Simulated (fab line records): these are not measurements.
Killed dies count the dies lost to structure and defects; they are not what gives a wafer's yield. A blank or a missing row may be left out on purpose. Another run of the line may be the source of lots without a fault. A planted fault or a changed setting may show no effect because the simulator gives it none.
Struck lot and sound lot, side by side ; flow n5Finfet ; 42 steps out of a route of 1938
Sound: these wafers, L587.1, L587.3, L587.6. Wafers L576.2, L576.3, L576.4 were the ones struck. The cause is named last.
At each step with rows: each side's tool, then ch and its chambers, then its first start. Under that, the readings that differ: sound wafers ; struck wafers ; difference of the means ; sigmas: that difference in standard deviations of wafers without a fault.
alike: readings with means less than 2 such deviations apart, plus words and numbers identical on both sides. not compared: withheld readings, readings lacking a value on some wafer, bounds such as >300 that could conceal the same value, and numbers that have no deviation in the record and whose values overlap.
The two part at a step that has a row with sigmas, a row that says differs or no value, or rows on one side only. Non-overlapping numbers with no deviation appear without sigmas and do not part them. A reading missing from all wafers of one side parts the sides only when that side holds two or more wafers.

first, 12 steps without rows for these wafers: N5_SD_EPI_N_STRIP_36 (strips in N2/H2); N5_SD_EPI_N_ETCHBACK_44 (etches SiNx in CH3F/O2, stops on SiO2, target depth 14.5 nm); N5_SD_EPI_N_ETCH_45 (etches SiOCN in CH3F/O2, target depth 6 nm); N5_SD_EPI_N_ETCH_16 (etches SiO2 in CHF3/O2, target depth 5 nm); N5_SD_EPI_N_STRIP_47 (strips in CHF3/O2); N5_SD_EPI_N_SD_RECESS_17 (chemistry HBr/Cl2/O2, target depth 41 nm, time 23.7 s, bt time 3 s); N5_SD_EPI_N_STRIP_38 (strips in N2/H2); N5_SD_EPI_N_WET_ETCH_43 (etches SiO2 in dHF, time 14 s, target depth 1.5 nm); N5_SD_EPI_N_STRIP_18 (strips in SPM, time 750 s); N5_SD_EPI_N_SRD_20 (time 30 s); N5_SD_EPI_N_PRECLEAN_48 (cleans in NF3:NH3, afs cycles 2, time 20 s, sublimation time 60 s); N5_SD_EPI_N_VAPOR_ETCH_50 (etches Si in HCl, time 54 s).
N5_SD_EPI_N_EPI_21: deposits Si:P, time 690 s.
  sound on epiRpcvd-01 ch 0, day 8 09:13; struck on epiRpcvd-03 ch 0, day 6 01:48
reading;sound;struck;difference;sigmas
chamberPressureTorr (Torr);255.3 255.2 255.2;170.3 170.5 170.3;-84.9;-99 or more
model.Si-P_of_SD_EPI_N_EPI_21.thkNm (nm);57.8 58.4 58.2;49.2 50.2 50.4;-8.2;
N5_SD_EPI_N_EPI_MEAS_23:
  sound: filmMetro-01 at day 8 10:56; struck: filmMetro-02 at day 6 03:43
reading;sound;struck;difference;sigmas
thkNm (nm);58.2 55.8 59.3;50.8 50.3 49.7;-7.5;-6
then, 24 steps without rows for these wafers: N5_SD_EPI_N_PRECLEAN_24 (cleans in O3/DIW, time 60 s); N5_SD_EPI_N_SRD_25 (time 30 s); N5_SD_EPI_N_PRECLEAN_49 (cleans in NF3:NH3, afs cycles 1, time 20 s, sublimation time 60 s); N5_SD_EPI_N_LINER_46 (material SiNx, target thk 3 nm); N5_SD_EPI_P_COAT_34 (time 60 s, resist thk 350 nm); N5_SD_EPI_P_COAT_35 (time 60 s, resist thk 35 nm); N5_SD_EPI_P_COAT_03 (resist thk 150 nm); N5_SD_EPI_P_EBR_05; N5_SD_EPI_P_SOFTBAKE_04 (time 60 s); N5_SD_EPI_P_EXPOSE_06 (exposes mask SD P BLK, target cd 240 nm); N5_SD_EPI_P_PEB_07 (peb time 60 s); N5_SD_EPI_P_DEVELOP_08 (develop time 30 s); N5_SD_EPI_P_DESCUM_14 (chemistry O2, time 7.9 s); N5_SD_EPI_P_ETCH_36 (etches SiARC in CF4, target depth 45.5 nm, time 75.8 s); N5_SD_EPI_P_ETCH_37 (etches SOC in N2/H2, overetch 108 nm, time 486 s); N5_SD_EPI_P_STRIP_38 (strips in N2/H2); N5_SD_EPI_P_ETCHBACK_46 (etches SiNx in CH3F/O2, stops on SiO2, target depth 17.5 nm); N5_SD_EPI_P_ETCH_47 (etches SiOCN in CH3F/O2, target depth 25 nm); N5_SD_EPI_P_ETCH_16 (etches SiO2 in CHF3/O2, target depth 5 nm); N5_SD_EPI_P_STRIP_50 (strips in CHF3/O2); N5_SD_EPI_P_SD_RECESS_17 (chemistry HBr/Cl2/O2, target depth 39.1 nm, bt time 3 s); N5_SD_EPI_P_WET_ETCH_45 (etches SiO2 in dHF, time 10.7 s, target depth 2 nm, rinse time 30 s); N5_SD_EPI_P_STRIP_40 (strips in N2/H2); N5_SD_EPI_P_PRECLEAN_52 (cleans in O3/DIW, time 60 s).
N5_SD_ACTIVATION_RS_MEAS_03: measures by four-point-probe.
  sound: filmMetro-02 at day 8 16:14; struck: filmMetro-02 at day 6 09:01
reading;sound;struck;difference;sigmas
RS_SD_N (ohm/sq);22.4 22.2 22.2;26.9 26.6 26.3;+4.3;+12
  alike: RS_SD_P
N5_MOL_CONTACT_COAG_ETCH_15: etches SiNx in CH3F/O2, stops on Si:P, target depth 7 nm.
  sound on rieDiel-05 ch 2,3, day 9 21:31; struck on rieDiel-04 ch 0,1,2, day 7 14:45
reading;sound;struck;difference;sigmas
model.Si-P_of_SD_EPI_N_EPI_21.thkNm (nm);57 57.4 57.4;48.6 49.4 49.8;-8.0;
  alike: drypumpMotorCurrentA, oesProductAu, rfVppV, showerheadPlenumPTorr, throttleValvePct
  not compared: rfHoursCounterH
-- record jumps: 4 days separate the struck wafers' starts on either side; left off in module MOL_CONTACT_COAG, taken up again in module BEOL_M4, whose first shown step is the route's number 1111 --
N5_BEOL_M4_RC_MEAS_101:
  sound on prober-02 ch 0, day 13 05:02; struck on prober-01 ch 0, day 11 08:46
reading;sound;struck;difference;sigmas
DIBL_N (mV/V);33.9 34.6 34.1;37.9 40.5 36.7;+4.2;+2
DIBL_P (mV/V);32.4 33.8 33.3;37.0 41.3 36.2;+5.0;+2
IOFF_P (nA/um);0.16 0.19 0.17;0.23 0.31 0.21;+0.08;+2
REXT_N (ohm.um);78.5 76.5 77.7;82.4 83.8 82.0;+5.2;+3
RS_SD_N (ohm/sq);29.0 28.7 29.1;35.2 34.2 34.0;+5.5;+12
  alike: IOFF_N, ION_N, ION_P, SS_N, SS_P, VT_N, VT_P
following that, these wafers have no rows for 1 step: N5_PASSIVATION_PROBE_49.

== WHERE THEY PART ==
Earliest at N5_SD_EPI_N_EPI_21; latest, in this record, at N5_BEOL_M4_RC_MEAS_101.

WHY: whatever the simulator had introduced
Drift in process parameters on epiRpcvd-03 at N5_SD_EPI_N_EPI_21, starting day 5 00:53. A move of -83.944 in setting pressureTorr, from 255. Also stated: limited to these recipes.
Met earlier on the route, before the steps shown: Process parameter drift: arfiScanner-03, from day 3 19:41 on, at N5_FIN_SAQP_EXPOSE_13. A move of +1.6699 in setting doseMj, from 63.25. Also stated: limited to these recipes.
